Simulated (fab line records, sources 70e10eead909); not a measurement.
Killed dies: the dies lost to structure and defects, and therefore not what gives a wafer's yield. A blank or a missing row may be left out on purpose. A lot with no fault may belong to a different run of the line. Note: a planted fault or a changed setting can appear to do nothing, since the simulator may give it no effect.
Chamber matching -- flow nand_harc -- NHARC_A_CONTACT_ETCH_90 on rie_diel-10 has 4 sister chambers
The step etches the open film in CH3F/O2, target depth 40 nm, time 85.7 s. 4 wafers are shown with their chamber, then 7 later ones without.

== WAFERS PAIRED WITH THEIR CHAMBERS ==
wafer,chamber,showerhead_plenum_p_Torr (Torr)
L700.2,3,2.48
L704.4,0,2.62
L704.5,1,2.29
L705.5,2,2.59

== WAFERS MISSING THEIR CHAMBER ==
wafer,showerhead_plenum_p_Torr (Torr)
L705.6,2.30
L706.1,2.29
L708.1,2.58
L707.2,2.58
L721.1,2.47
L721.2,2.58
L721.5,2.58

== WHICH CHAMBER EACH WENT THROUGH ==
wafer,from the rows above,in truth
L705.6,1,1
L706.1,1,1
L708.1,2,2
L707.2,2,2
L721.1,3,3
L721.2,2,2
L721.5,2,2
Correct placement for 7 of the 7. Left unplaced by these rows: 0. Placed wrongly: 0.
How it was worked out, from the rows above alone: a wafer's distance from a chamber is the root of the sum, over the readings, of the square of ((its reading less the chamber's mean) divided by the reading's scatter). The wafer belongs to the nearest chamber; if the next one is less than 2 further off, it can't be placed. For every chamber, the mean is computed from those of its wafers that are shown. The scatter (one wafer shown for each chamber): square how far every hidden wafer sits from the nearest shown wafer, average those squares and take the square root.
